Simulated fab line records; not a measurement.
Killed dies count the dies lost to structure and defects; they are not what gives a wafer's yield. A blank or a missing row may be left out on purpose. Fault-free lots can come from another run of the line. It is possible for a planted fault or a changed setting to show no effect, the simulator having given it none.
The tool behind it: which one? + flow nandHarc + 18 wafers from 6 lots sampled at 2 of the route's 1159 steps

== WHAT THE GAUGES SHOWED, per wafer ==
NHARC_A_STAIRCASE_INSPECT_155.
| lot  | measured     | on               | rawDefectCount |
|------|--------------|------------------|----------------|
| L380 | day 13 21:58 | defectInspect-01 | 478 575 541    |
| L382 | day 14 12:45 | defectInspect-01 | 531 208 335    |
| L385 | day 15 04:23 | defectInspect-01 | 488 602 417    |
| L387 | day 15 23:20 | defectInspect-01 | 302 357 445    |
| L392 | day 16 21:29 | defectInspect-02 | 284 376 421    |
| L399 | day 18 19:05 | defectInspect-02 | 191 238 219    |

== WHAT TOOL EACH LOT RAN ON (gives the tool, then ch and the chambers of the sampled wafers, and finally the start) ==
| lot  | NHARC_A_STAIRCASE_CMP_450     |
|------|-------------------------------|
| L380 | cmp-02 ch 1,3, day 13 20:07   |
| L382 | cmp-02 ch 0,3, day 14 10:54   |
| L385 | cmp-02 ch 1,2, day 15 02:17   |
| L387 | cmp-04 ch 0,2,3, day 15 21:33 |
| L392 | cmp-02 ch 0,2,3, day 16 19:22 |
| L399 | cmp-04 ch 0,3, day 18 17:16   |
- NHARC_A_STAIRCASE_CMP_450: polishes SiO2, target thk 200 nm.

== THE ANSWER, worked out from the rows above alone ==
Rule: usual is defined by the lots themselves. The widest of any qualifying gaps counts: lots, ordered by their means at a reading, are off when they make up no more than a third of the lots, leave a main group of 4 or more, and stand apart from it by 3 or more times the standard deviation of that group's means. A main group is skipped when, at the precision printed for the reading in the tables above, its means are all equal. Also off: a lot with no number at a reading for which 4 or more lots have one. All remaining lots with rows at the step are treated as sound.
Across all readings shown, no lot is off: no conclusion can be drawn from this.

== WHAT THE SIMULATOR PUT IN ==
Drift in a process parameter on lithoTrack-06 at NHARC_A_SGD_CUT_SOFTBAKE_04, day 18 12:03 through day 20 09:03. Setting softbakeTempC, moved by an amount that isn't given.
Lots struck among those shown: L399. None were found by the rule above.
